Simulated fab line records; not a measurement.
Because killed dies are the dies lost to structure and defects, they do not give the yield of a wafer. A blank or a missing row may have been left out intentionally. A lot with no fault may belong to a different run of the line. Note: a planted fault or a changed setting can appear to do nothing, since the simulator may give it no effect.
fab line records | flow n5_finfet
record: lots: 6 wafers: 18 last_day: 18
route steps=1938 shown PASSIVATION@1899
lots untouched by any fault: they come from a run of this same line in which no faults occurred
start_h: the number of hours between the record's first day and the start of the first shown wafer of the lot | wait_h: hours elapsed since this lot's preceding step | " repeats the value in the row above | L1.1+2: several wafers, shown together as one row | - no value, or no start was given | * or withheld: withheld | < > ~ a bound
route shown NAME@n: NAME is a module with steps in the file, n the number in the route of the first one | usual: mean and standard deviation over wafers with no fault | same: alike in all rows | chamber/n: place in a boat | sites: the reading at each site | _std_site: standard deviation of those values | _edge_site: outer sites' mean less inner sites' | radius_mm: how far each site lies from the wafer's centre | mask NAME#n: copy n | behind: the most recent tool/chamber to have shaped the wafer | hold: cause of the lot's hold/its duration in hours/its outcome | device: transistor that didn't switch, given as n, p or np | end of line: the tests these same wafers got at the end of their route | where a step has no rows: the recipe by itself | killed: dies lost to structure and defects at the first sort, not the wafer's yield | map: per-die view of a wafer (x killed, . not killed, _ where there is no die)
set.NAME: the setting the step ran with; set.NAME@STEP: the setting that earlier step ran with | model.NAME: the simulator's own value behind a step, which no gauge read
certain route steps with their lots: each step a table, each wafer a row
services: a tool's chamber out of use, with start hour (start_h, from the record's first day; less than 0 if before it), hours out, and reason
== steps ==
step: N5_PASSIVATION_EBR_26
recipe: solvent: PGMEA ebr_width_mm: 1.5
step: N5_PASSIVATION_SOFTBAKE_25
recipe: temp_c: 100 time_s: 90
step: N5_PASSIVATION_EXPOSE_27
recipe: mask_id: PAD na: 0.55 source_shape: conventional sigma_outer: 0.8 polarization: unpolarized defocus_nm: 0 dose_mj: 32.3
step: N5_PASSIVATION_PEB_28
recipe: peb_temp_c: withheld peb_time_s: *
step: N5_PASSIVATION_DEVELOP_29
recipe: develop_time_s: 60 rinse_liquid: diw dry: air_spin dev_temp_c: 21
step: N5_PASSIVATION_HARDBAKE_31
recipe: temp_c: 130 time_s: 120
step: N5_PASSIVATION_CD_MEAS_30
recipe: target_cd_nm: 4000 landing_energy_ev: 500 detector: se_inlens polarity: opening
usual: cd_nm: 3999.4/1.6
columns lot.wafer tool chamber start_h wait_h cd_nm
L376.1 cd_sem-02 0 280.04 - 3995.9
L376.2 " 0 " " 3998.7
L376.5 " 0 " " 3999.6
L386.1 cd_sem-01 0 368.19 - 3999.9
L386.2 " 0 " " 3999.5
L386.5 " 0 " " 3998.9
L388.1 cd_sem-01 0 383.76 - 4001.1
L388.2 " 0 " " 3997.3
L388.3 " 0 " " 4000.1
L393.2 cd_sem-01 0 399.51 - 3999.1
L393.3 " 0 " " 4001.3
L393.5 " 0 " " 3998.3
L394.2 cd_sem-02 0 422.19 - 3998.3
L394.5 " 0 " " 3999.7
L394.6 " 0 " " 4000.0
L396.2 cd_sem-02 0 429.52 - 4000.9
L396.3 " 0 " " 4000.5
L396.4 " 0 " " 3999.8
step: N5_PASSIVATION_OVL_MEAS_63
recipe: points_per_wafer: 44
usual: PAD_OVL: 2/5.3
columns lot.wafer tool chamber start_h wait_h PAD_OVL[nm]
L376.1 overlay-01 0 280.07 0.0 1
L376.2 " 0 " " -3
L376.5 " 0 " " -7
L386.1 overlay-02 0 368.22 0.0 1
L386.2 " 0 " " 1
L386.5 " 0 " " -6
L388.1 overlay-01 0 383.79 0.0 -5
L388.2 " 0 " " 4
L388.3 " 0 " " -4
L393.2 overlay-01 0 399.54 0.0 -3
L393.3 " 0 " " 2
L393.5 " 0 " " 2
L394.2 overlay-02 0 422.22 0.0 1
L394.5 " 0 " " -5
L394.6 " 0 " " -4
L396.2 overlay-02 0 429.55 0.0 -3
L396.3 " 0 " " -2
L396.4 " 0 " " 0
step: N5_PASSIVATION_INSPECT_64
recipe: mode: adi inspect_instrument: macro
usual: raw_defect_count: 1.9/1.4
columns lot.wafer tool chamber start_h wait_h raw_defect_count
L376.1 defect_inspect-02 - 280.09 0.0 0
L376.2 " - " " 0
L376.5 " - " " 1
L386.1 defect_inspect-01 - 368.25 0.0 0
L386.2 " - " " 3
L386.5 " - " " 2
L388.1 defect_inspect-01 - 383.82 0.0 1
L388.2 " - " " 0
L388.3 " - " " 4
L393.2 defect_inspect-01 - 399.56 0.0 0
L393.3 " - " " 1
L393.5 " - " " 3
L394.2 defect_inspect-01 - 422.24 0.0 4
L394.5 " - " " 2
L394.6 " - " " 1
L396.2 defect_inspect-01 - 429.57 0.0 2
L396.3 " - " " 1
L396.4 " - " " 1
step: N5_PASSIVATION_DESCUM_32
recipe: chemistry: O2 time_s: 7.9 source_power_w: 50 bias_power_w: 20 pressure_mtorr: 20 rf_frequency_hz: 2.712e+07 temp_c: 40 o2_flow_sccm: 225
usual: drypump_motor_current_A: 5.7/0.59 oes_product_au: 0.80/0.11 rf_fwd_power_W: 49.74/0.18 rf_vpp_V: 243.3/1.6 showerhead_plenum_p_Torr: 2.10/0.081 throttle_valve_pct: 20.45/0.26
columns lot.wafer tool chamber start_h wait_h drypump_motor_current_A oes_product_au rf_fwd_power_W rf_hours_counter_h rf_vpp_V showerhead_plenum_p_Torr throttle_valve_pct
L376.1 rie_diel-06 3 280.13 0.0 5.0 0.71 49.63 208 241.3 2.00 20.13
L376.2 " 1 " " 5.4 0.68 49.99 223 241.9 1.98 20.96
L376.5 " 2 " " 4.9 0.67 49.71 - 243.6 2.14 20.90
L386.1 rie_diel-05 0 368.28 0.0 6.5 0.76 49.97 161 243.4 2.07 20.38
L386.2 " 3 " " 5.4 0.78 49.54 111 242.6 2.02 20.41
L386.5 " 1 " " 6.7 0.71 49.79 - 242.5 2.09 20.18
L388.1 rie_diel-06 2 383.85 0.0 4.9 0.91 49.78 20 244.6 2.13 20.41
L388.2 " 3 " " 5.0 0.68 49.50 248 241.2 1.99 20.19
L388.3 " 1 " " 5.5 0.98 49.89 3 245.1 2.24 20.58
L393.2 rie_diel-02 3 399.59 0.0 5.7 0.91 49.42 25 241.9 2.07 20.39
L393.3 " 2 " " 6.1 0.71 49.60 190 242.1 2.07 20.48
L393.5 " 0 " " 5.7 0.72 49.77 - 242.6 2.07 20.60
L394.2 rie_diel-06 0 422.40 0.2 5.8 0.84 49.74 47 246.9 2.20 20.41
L394.5 " 2 " " 4.9 0.87 49.93 - 244.5 2.12 20.44
L394.6 " 1 " " 5.5 0.92 49.76 - 245.6 2.23 20.60
L396.2 rie_diel-06 1 429.61 0.0 5.5 0.90 49.73 22 244.8 2.23 20.61
L396.3 " 2 " " 4.9 0.86 49.78 39 242.8 2.12 20.43
L396.4 " 0 " " 5.7 0.85 49.85 49 245.2 2.20 20.44
step: N5_PASSIVATION_AL_ETCH_33
recipe: chemistry: Cl2/BCl3 target_depth_a: 28000 over_etch_frac: 0.15 Cl2_flow_sccm: 180 bcl3_flow_sccm: 60 target: Al stop_on: TaN time_s: 466.7 ion_energy_ev: 100 pressure_mtorr: 10 icp_w: 900 bias_w: 100
usual: drypump_motor_current_A: 5.7/0.52 oes_product_au: 0.72/0.094 rf_fwd_power_W: 897.7/2.9 throttle_valve_pct: 34.31/0.16
columns lot.wafer tool chamber start_h wait_h drypump_motor_current_A oes_product_au rf_fwd_power_W rf_hours_counter_h throttle_valve_pct
L376.1 rie_metal-01 0 280.21 0.1 4.6 0.80 900.7 17 34.05
L376.2 " 1 " " 5.9 0.78 898.5 15 33.97
L376.5 " 1 " " 5.9 0.77 895.1 - 34.01
L386.1 rie_metal-02 1 368.37 0.1 6.1 0.60 894.4 93 34.45
L386.2 " 0 " " 5.3 0.82 891.8 9 34.45
L386.5 " 1 " " 6.1 0.60 898.7 - 34.42
L388.1 rie_metal-02 0 383.94 0.1 5.3 0.82 899.1 10 34.44
L388.2 " 1 " " 6.1 0.60 895.5 95 34.45
L388.3 " 0 " " 5.3 0.82 898.6 - 34.44
L393.2 rie_metal-01 0 399.68 0.1 4.6 0.76 904.9 25 34.09
L393.3 " 1 " " 5.9 0.75 900.9 - 34.07
L393.5 " 0 " " 4.6 0.76 903.2 - 34.10
L394.2 rie_metal-01 0 422.48 0.1 4.6 0.76 894.1 29 34.07
L394.5 " 1 " " 5.9 0.74 896.8 - 34.02
L394.6 " 0 " " 4.6 0.74 897.8 - 34.08
L396.2 rie_metal-03 0 429.69 0.1 6.5 0.71 896.1 34 34.15
L396.3 " 1 " " 5.7 0.64 898.7 - 34.41
L396.4 " 0 " " 6.5 0.71 892.9 - 34.15
step: N5_PASSIVATION_ETCH_59
recipe: chemistry: Cl2/BCl3 target: TaN target_depth_a: 650 time_s: 34.9 ion_energy_ev: 100 pressure_mtorr: 10 icp_w: 900 bias_w: 100 Cl2_flow_sccm: 60 bcl3_flow_sccm: 30
usual: drypump_motor_current_A: 5.7/0.52 oes_product_au: 0.80/0.099 rf_fwd_power_W: 893.6/2.8 throttle_valve_pct: 21.15/0.14
columns lot.wafer tool chamber start_h wait_h drypump_motor_current_A oes_product_au rf_fwd_power_W rf_hours_counter_h throttle_valve_pct
L376.1 rie_metal-01 0 280.61 0.3 4.6 0.89 895.2 18 20.86
L376.2 " 1 " " 5.9 0.86 890.1 16 20.96
L376.5 " 1 " " 5.9 0.85 890.2 - 20.94
L386.1 rie_metal-02 1 368.77 0.3 6.1 0.68 891.5 94 21.32
L386.2 " 0 " " 5.3 0.91 892.2 9 21.17
L386.5 " 1 " " 6.1 0.69 893.9 - 21.31
L388.1 rie_metal-02 0 384.34 0.3 5.3 0.91 896.8 11 21.19
L388.2 " 1 " " 6.0 0.68 888.8 95 21.31
L388.3 " 0 " " 5.3 0.90 897.4 - 21.21
L393.2 rie_metal-01 0 400.08 0.3 4.6 0.87 897.2 26 20.89
L393.3 " 1 " " 5.9 0.83 891.6 - 20.98
L393.5 " 0 " " 4.6 0.87 895.6 - 20.87
L394.2 rie_metal-01 0 422.88 0.3 4.6 0.86 892.5 29 20.87
L394.5 " 1 " " 5.9 0.82 894.8 - 20.97
L394.6 " 0 " " 4.6 0.85 893.9 - 20.90
L396.2 rie_metal-03 0 430.10 0.3 6.5 0.78 893.5 34 21.10
L396.3 " 1 " " 5.7 0.71 893.7 - 21.09
L396.4 " 0 " " 6.5 0.77 896.1 - 21.12
step: N5_PASSIVATION_STRIP_34
recipe: chemistry: O2 power_w: 600 temp_c: 60 pressure_mtorr: 30 rf_frequency_hz: 6e+07 bias_power_w: 0 overash_fraction: 2 o2_flow_sccm: 225
usual: bias_power_w: 0/0 chamber_pressure_mTorr: 30.00/0.083 drypump_motor_current_A: 5.9/0.57 oes_product_au: 0.77/0.089 rf_vpp_V: 3.5/1.5 showerhead_plenum_p_Torr: 2.10/0.067 throttle_valve_pct: 16.70/0.22
columns lot.wafer tool chamber start_h wait_h bias_power_w chamber_pressure_mTorr drypump_motor_current_A oes_product_au rf_hours_counter_h rf_vpp_V showerhead_plenum_p_Torr throttle_valve_pct
L376.1 rie_diel-06 0 280.73 0.1 0 29.96 5.8 0.68 248 4.0 1.96 16.93
L376.2 " 2 " " 0 30.10 4.9 0.67 243 5.6 2.14 17.19
L376.5 " 3 " " 0 30.00 5.0 0.71 - 2.6 2.01 16.46
L386.1 rie_diel-06 0 368.88 0.1 - - - - - - - -
L386.2 " 3 " " - - - - - - - -
L386.5 " 3 " " - - - - - - - -
L388.1 rie_diel-05 1 384.46 0.1 - - - - - - - -
L388.2 " 3 " " - - - - - - - -
L388.3 " 2 " " - - - - - - - -
L393.2 rie_diel-06 1 400.20 0.1 0 30.09 5.4 0.96 10 3.2 2.24 16.79
L393.3 " 2 " " 0 30.12 4.9 0.90 28 2.8 2.13 16.63
L393.5 " 1 " " 0 29.94 5.5 0.94 - 2.6 2.24 16.74
L394.2 rie_diel-02 0 423.01 0.1 0 29.78 5.7 0.73 225 3.2 2.07 16.92
L394.5 " 1 " " 0 29.96 6.8 0.73 - 2.1 2.17 16.50
L394.6 " 2 " " 0 30.06 6.1 0.72 - 5.0 2.07 16.80
L396.2 rie_diel-02 3 430.21 0.1 0 30.00 5.7 0.87 36 6.0 2.07 16.61
L396.3 " 1 " " 0 30.05 6.7 0.73 170 4.1 2.17 16.51
L396.4 " 2 " " 0 29.92 6.1 0.69 202 0.8 2.07 16.77
step: N5_PASSIVATION_STRIP_51
recipe: chemistry: post_etch_residue_remover time_s: 1200 temp_c: 72.5
step: N5_PASSIVATION_PROBE_49
usual: defect_limited_yield: 91.4/1.5 killed_at_M0_to_M3: 33/11 killed_at_M4_up: 14/5.3 killed_at_contacts: 13/6.2 killed_at_front_end: 39/13 killed_at_other: 3.1/2.8 killed_dies: 102/17 killed_on_rim: 13/3.8 killed_open: 68/13 killed_short: 32/7.8 sort_bin_5_function: 5.1/0.95 sort_bin_6_memory: 3.2/0.7 sort_n_pass: 1078/18 sort_yield_pct: 91.3/1.5
same: gross_dies: 1180 killed_at_back_side: 0 sort_bin_4_leakage[%]: 0 sort_bin_8_speed[%]: 0
columns lot.wafer tool chamber start_h wait_h defect_limited_yield[%] killed_at_M0_to_M3 killed_at_M4_up killed_at_contacts killed_at_front_end killed_at_other killed_dies killed_on_rim killed_open killed_short sort_bin_5_function[%] sort_bin_6_memory[%] sort_n_pass sort_yield_pct[%]
L376.1 prober-02 - 285.02 0.0 89.7 50 17 7 46 1 121 17 87 25 5.6 3.8 1059 89.7
L376.2 prober-02 - 285.07 0.1 91.1 40 20 10 33 2 105 18 82 23 4.9 3.6 1075 91.1
L376.5 prober-02 - 285.22 0.2 93.4 25 15 8 27 3 78 7 58 19 3.8 2.7 1102 93.4
L386.1 prober-01 - 373.06 0.0 89.7 15 16 17 73 1 122 16 81 41 5.9 4.0 1058 89.7
L386.2 prober-01 - 373.11 0.1 92.3 22 10 15 42 2 91 13 54 35 4.3 2.9 1089 92.3
L386.5 prober-01 - 373.26 0.2 90.2 31 12 23 40 10 116 15 77 38 5.8 3.4 1064 90.2
L388.1 prober-02 - 388.63 0.0 92.8 25 5 21 33 1 85 9 60 25 3.6 3.4 1095 92.8
L388.2 prober-02 - 388.68 0.1 90.2 37 15 34 27 3 116 13 68 43 5.1 4.2 1064 90.2
L388.3 prober-02 - 388.73 0.1 89.9 47 8 14 48 2 119 14 71 42 5.9 3.5 1061 89.9
L393.2 prober-01 - 404.55 0.1 90.6 17 15 29 50 0 111 11 76 35 5.8 3.4 1069 90.6
L393.3 prober-01 - 404.60 0.1 91.6 31 20 10 37 1 99 16 61 36 4.5 3.4 1081 91.6
L393.5 prober-01 - 404.70 0.2 92.6 21 13 11 42 0 87 11 51 34 4.9 2.1 1093 92.6
L394.2 prober-01 - 427.42 0.1 91.9 22 14 10 48 1 95 11 75 20 5.4 2.5 1085 91.9
L394.5 prober-01 - 427.57 0.2 94.6 20 6 5 29 4 64 8 37 27 3.4 1.9 1116 94.6
L394.6 prober-01 - 427.62 0.3 93.3 21 10 16 29 3 79 17 60 18 4.1 2.5 1101 93.3
L396.2 prober-02 - 434.76 0.2 90.3 23 10 16 63 2 114 11 83 28 6.9 2.5 1066 90.3
L396.3 prober-02 - 434.81 0.2 91.5 32 9 16 39 4 100 14 69 28 5.3 3.0 1080 91.5
L396.4 prober-02 - 434.86 0.3 91.3 29 13 25 34 2 103 12 70 30 6.1 2.2 1077 91.3
killed by level:class
L376.1 BEOL_M3:geometric_particle:open=18 FIN_SAQP:geometric_particle:open=12 BEOL_M2:geometric_particle:open=8 BEOL_M4:geometric_particle:open=8 HKMG_FIN:area_etch=8 STI_FIN_REVEAL:geometric_particle:open=7 MOL_CONTACT_COAG:geometric_particle:open=6 BEOL_M1:geometric_particle:open=6
L376.2 BEOL_M3:geometric_particle:open=14 BEOL_M4:geometric_particle:open=14 FIN_SAQP:geometric_particle:short=9 BEOL_M0_SAQP:geometric_particle:open=9 FIN_SAQP:geometric_particle:open=7 BEOL_M1:geometric_particle:open=7 MOL_CONTACT_COAG:geometric_particle:open=7 STI_FIN_REVEAL:geometric_particle:open=5
L376.5 STI_FIN_REVEAL:geometric_particle:open=8 MOL_CONTACT_COAG:geometric_particle:open=8 BEOL_M4:geometric_particle:open=8 BEOL_M2:geometric_particle:open=5 BEOL_M3:geometric_particle:open=5 BEOL_M0_SAQP:geometric_particle:open=4 FIN_SAQP:geometric_particle:short=3 DUMMY_GATE:geometric_particle:open=3
L386.1 STI_FIN_REVEAL:geometric_particle:open=28 MOL_CONTACT_COAG:geometric_particle:open=12 GATE_CUT:geometric_particle:short=10 GATE_CUT:geometric_particle:open=7 FIN_SAQP:geometric_particle:short=5 FIN_SAQP:geometric_particle:open=5 STI_FIN_REVEAL:geometric_particle:short=5 MOL_CONTACT_COAG:geometric_particle:short=5
L386.2 FIN_SAQP:geometric_particle:short=13 STI_FIN_REVEAL:geometric_particle:open=12 MOL_CONTACT_COAG:geometric_particle:open=9 BEOL_M4:geometric_particle:open=7 MOL_CONTACT_COAG:geometric_particle:short=6 BEOL_M2:geometric_particle:open=6 BEOL_M0_SAQP:geometric_particle:open=5 BEOL_M1:geometric_particle:open=5
L386.5 MOL_CONTACT_COAG:geometric_particle:open=15 STI_FIN_REVEAL:geometric_particle:open=11 BEOL_M2:geometric_particle:open=10 MOL_CONTACT_COAG:geometric_particle:short=8 BEOL_M3:geometric_particle:open=8 BEOL_M4:geometric_particle:open=8 GATE_CUT:geometric_particle:short=6 FIN_SAQP:geometric_particle:short=5
L388.1 MOL_CONTACT_COAG:geometric_particle:open=15 FIN_SAQP:geometric_particle:open=8 GATE_CUT:geometric_particle:open=7 BEOL_M2:geometric_particle:open=7 GATE_CUT:geometric_particle:short=6 MOL_CONTACT_COAG:geometric_particle:short=6 BEOL_M0_SAQP:geometric_particle:short=6 BEOL_M0_SAQP:geometric_particle:open=5
L388.2 MOL_CONTACT_COAG:geometric_particle:open=30 BEOL_M0_SAQP:geometric_particle:short=15 BEOL_M0_SAQP:geometric_particle:open=8 BEOL_M2:geometric_particle:open=8 BEOL_M4:geometric_particle:short=5 STI_FIN_REVEAL:geometric_particle:open=4 GATE_CUT:geometric_particle:short=4 MOL_CONTACT_COAG:geometric_particle:short=4
L388.3 BEOL_M0_SAQP:geometric_particle:short=12 GATE_CUT:geometric_particle:short=10 MOL_CONTACT_COAG:geometric_particle:open=10 BEOL_M2:geometric_particle:open=10 GATE_CUT:geometric_particle:open=9 BEOL_M1:geometric_particle:open=9 FIN_SAQP:geometric_particle:open=8 FIN_SAQP:geometric_particle:short=6
L393.2 MOL_CONTACT_COAG:geometric_particle:open=26 FIN_SAQP:geometric_particle:open=13 FIN_SAQP:geometric_particle:short=7 STI_FIN_REVEAL:geometric_particle:open=7 DUMMY_GATE:geometric_particle:open=7 BEOL_M0_SAQP:geometric_particle:open=7 GATE_CUT:geometric_particle:short=5 BEOL_M0_SAQP:geometric_particle:short=5
L393.3 BEOL_M0_SAQP:geometric_particle:short=11 STI_FIN_REVEAL:geometric_particle:open=9 BEOL_M4:geometric_particle:open=9 FIN_SAQP:geometric_particle:short=8 MOL_CONTACT_COAG:geometric_particle:open=8 BEOL_M0_SAQP:geometric_particle:open=8 FIN_SAQP:geometric_particle:open=5 BEOL_M3:geometric_particle:open=5
L393.5 STI_FIN_REVEAL:geometric_particle:open=10 BEOL_M0_SAQP:geometric_particle:open=8 MOL_CONTACT_COAG:geometric_particle:open=8 FIN_SAQP:geometric_particle:open=5 FIN_SAQP:geometric_particle:short=4 STI_FIN_REVEAL:geometric_particle:short=4 ILD0:geometric_particle:short=4 GATE_CUT:geometric_particle:short=4
L394.2 FIN_SAQP:geometric_particle:open=24 MOL_CONTACT_COAG:geometric_particle:open=8 STI_FIN_REVEAL:geometric_particle:open=6 BEOL_M0_SAQP:geometric_particle:short=6 BEOL_M2:geometric_particle:open=6 FIN_SAQP:geometric_particle:short=4 BEOL_M0:geometric_particle:open=4 DUMMY_GATE:geometric_particle:open=3
L394.5 FIN_SAQP:geometric_particle:short=7 BEOL_M3:geometric_particle:open=7 FIN_SAQP:geometric_particle:open=4 GATE_CUT:geometric_particle:short=4 MOL_CONTACT_COAG:geometric_particle:open=4 BEOL_M2:geometric_particle:open=4 DUMMY_GATE:geometric_particle:open=3 GATE_CUT:geometric_particle:open=3
L394.6 MOL_CONTACT_COAG:geometric_particle:open=15 BEOL_M2:geometric_particle:open=8 FIN_SAQP:geometric_particle:short=7 FIN_SAQP:geometric_particle:open=5 GATE_CUT:geometric_particle:open=4 BEOL_M0_SAQP:geometric_particle:short=4 BEOL_M1:geometric_particle:open=4 BEOL_M4:geometric_particle:open=4
L396.2 STI_FIN_REVEAL:geometric_particle:open=16 MOL_CONTACT_COAG:geometric_particle:open=15 FIN_SAQP:geometric_particle:open=8 BEOL_M1:geometric_particle:open=7 DUMMY_GATE:geometric_particle:open=6 GATE_CUT:geometric_particle:short=6 STARTING-WAFER:geometric_particle:open=6 BEOL_M2:geometric_particle:open=6
L396.3 STI_FIN_REVEAL:geometric_particle:open=20 MOL_CONTACT_COAG:geometric_particle:open=14 BEOL_M0_SAQP:geometric_particle:short=10 BEOL_M0_SAQP:geometric_particle:open=5 BEOL_M1:geometric_particle:open=5 BEOL_M3:geometric_particle:open=5 GATE_CUT:geometric_particle:short=4 GATE_CUT:geometric_particle:open=3
L396.4 MOL_CONTACT_COAG:geometric_particle:open=19 BEOL_M1:geometric_particle:open=10 GATE_CUT:geometric_particle:open=6 MOL_CONTACT_COAG:geometric_particle:short=6 BEOL_M0_SAQP:geometric_particle:open=5 BEOL_M2:geometric_particle:open=5 ILD0:geometric_particle:short=5 FIN_SAQP:geometric_particle:open=4
== services ==
columns tool chamber start_h hours kind
rie_diel-05 - 260.09 1.4 repair
rie_metal-02 0 284.74 9.4 repair
rie_diel-06 0 287.51 - clean
rie_diel-06 0 287.51 - consumable_replace:focus_ring
rie_diel-06 0 287.51 - consumable_replace:showerhead
rie_diel-06 0 287.51 16.2 scheduled_down
rie_diel-06 0 287.51 16.2 vent_cycle
rie_metal-03 - 290.84 14.6 pm
rie_diel-02 0 294.09 10.7 repair
rie_diel-06 2 303.85 - clean
rie_diel-06 2 303.85 - consumable_replace:focus_ring
rie_diel-06 2 303.85 30.6 scheduled_down
rie_diel-06 2 303.85 30.6 vent_cycle
rie_diel-06 1 306.01 2.9 repair
rie_metal-01 - 340.44 28.1 pm
rie_diel-06 1 359.91 - clean
rie_diel-06 1 359.91 - consumable_replace:focus_ring
rie_diel-06 1 359.91 - consumable_replace:showerhead
rie_diel-06 1 359.91 17.4 scheduled_down
rie_diel-06 1 359.91 17.4 vent_cycle
rie_metal-03 - 373.47 1.4 pm
rie_metal-01 1 377.35 18.0 repair
rie_diel-05 2 387.56 4.7 repair
rie_diel-02 0 399.87 14.4 repair
== key ==
first_sign: step: N5_PASSIVATION_STRIP_34 reading: tool_record direction: missing
effect none on later readings
met_at N5_PASSIVATION_STRIP_34
struck_wafers L386.1,L386.2,L386.5,L388.1,L388.2,L388.3
onset_between 280.73 368.88
fault: kind: skipped_step_whole tool: rie_diel-05,rie_diel-06 chamber: - onset_h: 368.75 steps: N5_PASSIVATION_STRIP_34 scope: struck_lots_only
